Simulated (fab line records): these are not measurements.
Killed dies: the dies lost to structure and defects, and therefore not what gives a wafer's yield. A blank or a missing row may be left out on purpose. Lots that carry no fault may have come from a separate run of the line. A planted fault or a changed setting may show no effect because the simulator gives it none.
Struck lot and sound lot, side by side || flow n5 finfet || 37 out of 1938 route steps
Sound: the wafers L428.2, L428.4, L428.6. Wafers L433.1, L433.4, L433.6 were the ones struck. At the end, the cause is stated.
For every step that has rows: the tool of each side, followed by ch and its chambers, followed by its first start. Under that, the readings that differ: sound wafers || struck wafers || difference of the means || sigmas: that difference in standard deviations of wafers without a fault.
alike: same words and numbers on both sides, and readings whose means sit less than 2 such deviations apart. not compared: any withheld reading, any reading some wafer has no value for, any bound like >300 that may hide the same value, and any number with overlapping values for which the record gives no deviation.
Wherever a step has rows on one side only, a row that says differs or no value, or a row with sigmas, the two part there. Numbers that don't overlap but have no deviation are shown without sigmas and don't part them. Lack of a reading on every wafer of one side parts them only where that side has two or more wafers.

first, 10 steps without rows for these wafers: N5_BEOL_M6_CURE_75 (cures SiCOH lowk, time 120 s); N5_BEOL_M6_DEGAS_44 (time 60 s); N5_BEOL_M6_PRE_CLEAN_45 (time 30 s); N5_BEOL_M6_ALD_77 (deposits TaN, target thk 2 nm, pulse time 2 s, purge time 3 s); N5_BEOL_M6_SURFACE_TREAT_79; N5_BEOL_M6_CVD_78 (deposits Co from CCTBA/H2, target thk 2 nm, time 142.3 s); N5_BEOL_M6_SPUTTER_48 (material Cu, target thk 10 nm, time 1.667 s); N5_BEOL_M6_ECD_50 (material Cu, target thk 300 nm); N5_BEOL_M6_ANNEAL_51 (time 90 s); N5_BEOL_M6_CMP_52 (polishes, stops on SiCOH lowk, t overpolish 6.9 s, target thk 80 nm).
N5_BEOL_M6_PRE_CLEAN_55: time 15 s.
  sound on pecvd-04 ch 0,1,2, day 9 20:45; struck on pecvd-04 ch 0,2, day 10 14:59
then, 1 step without rows for these wafers: N5_BEOL_M6_DEP_56 (deposits SiCN from 3MS/NH3, target thk 10 nm, time 17.5 s).
N5_BEOL_M6_INSPECT_58: inspects for defects (darkfield).
  sound on defect inspect-01, day 9 20:52; struck on defect inspect-02, day 10 15:06
{"reading": "raw defect count", "sound": "49 35 56", "struck": "649 651 634", "difference": "+598", "sigmas": "+24"}
then, 12 steps without rows for these wafers: N5_BEOL_M7_ILD_DEP_00 (deposits SiCOH lowk from DEMS/porogen, target thk 179.75 nm, time 33.4 s); N5_BEOL_M7_CURE_74 (cures SiCOH lowk, time 240 s); N5_BEOL_M7_PECVD_70 (deposits SiO2 from TEOS/O2, target thk 20 nm, time 22.7 s); N5_BEOL_M7_HM_DEP_02 (deposits TiN, target thk 20 nm); N5_BEOL_M7_COAT_59 (time 60 s, resist thk 100 nm); N5_BEOL_M7_COAT_60 (time 60 s, resist thk 35 nm); N5_BEOL_M7_COAT_05 (resist thk 90 nm); N5_BEOL_M7_EBR_07; N5_BEOL_M7_SOFTBAKE_06 (time 60 s); N5_BEOL_M7_EXPOSE_08 (exposes mask M7); N5_BEOL_M7_PEB_09 (peb time 60 s); N5_BEOL_M7_DEVELOP_10 (develop time 30 s).
N5_BEOL_M7_INSPECT_13: inspects for defects (brightfield).
  sound on defect inspect-01, day 9 22:53; struck on defect inspect-02, day 10 16:47
{"reading": "raw defect count", "sound": "372 474 361", "struck": "953 978 928", "difference": "+551", "sigmas": "+6"}
then, 9 steps without rows for these wafers: N5_BEOL_M7_DESCUM_16 (chemistry O2, time 7.9 s); N5_BEOL_M7_ETCH_61 (etches SiARC in CF4, target depth 45.5 nm, time 75.8 s); N5_BEOL_M7_ETCH_62 (etches SOC in N2/H2, target depth 110 nm, overetch 22 nm, time 165 s); N5_BEOL_M7_STRIP_68 (strips in N2/H2); N5_BEOL_M7_STRIP_67 (strips in CF4); N5_BEOL_M7_HM_OPEN_17 (chemistry Cl2/BCl3, target TiN, target depth 20 nm, overetch 6 nm); N5_BEOL_M7_STRIP_19 (strips in O2); N5_BEOL_M7_COAT_63 (time 60 s, resist thk 60 nm); N5_BEOL_M7_COAT_64 (time 60 s, resist thk 12 nm).
N5_BEOL_M7_INSPECT_30: inspects for defects (brightfield).
  sound on defect inspect-01, day 10 03:52; struck on defect inspect-01, day 10 18:36
{"reading": "raw defect count", "sound": "386 430 377", "struck": "904 963 914", "difference": "+529", "sigmas": "+6"}
-- the record jumps here: 4 days lie between the struck wafers' starts before and after (it left off in module BEOL_M7 and takes up again in module PASSIVATION, whose first step shown is number 1936 of the route) --
N5_PASSIVATION_PROBE_49:
  sound on prober-02, day 13 15:51; struck on prober-02, day 14 07:21
{"reading": "defect limited yield (%)", "sound": "92.5 94.2 90.4", "struck": "86.6 83.1 85.0", "difference": -7.5, "sigmas": -5}
{"reading": "killed_at_M4_up", "sound": "16 10 13", "struck": "72 69 96", "difference": "+66", "sigmas": "+13"}
{"reading": "killed dies", "sound": "88 69 113", "struck": "158 200 177", "difference": "+88", "sigmas": "+5"}
{"reading": "killed on rim", "sound": "9 8 15", "struck": "30 40 33", "difference": "+24", "sigmas": "+6"}
{"reading": "sort_bin_5_function (%)", "sound": "4.7 3.6 5.1", "struck": "7.9 11.0 8.2", "difference": "+4.6", "sigmas": "+5"}
{"reading": "sort_bin_6_memory (%)", "sound": "2.4 2.1 4.1", "struck": "4.1 4.3 4.7", "difference": "+1.5", "sigmas": "+2"}
{"reading": "sort n pass", "sound": "1092 1111 1067", "struck": "1022 980 1003", "difference": -88, "sigmas": -5}
{"reading": "sort yield pct (%)", "sound": "92.5 94.2 90.4", "struck": "86.6 83.1 85.0", "difference": -7.5, "sigmas": -5}
  alike: killed_at_M0_to_M3, killed at contacts, killed at front end, killed at other, killed open, killed short

WHERE THEY PART
At N5_BEOL_M6_INSPECT_58 first; at N5_PASSIVATION_PROBE_49 last (within this record only).

WHY: the cause the simulator had injected
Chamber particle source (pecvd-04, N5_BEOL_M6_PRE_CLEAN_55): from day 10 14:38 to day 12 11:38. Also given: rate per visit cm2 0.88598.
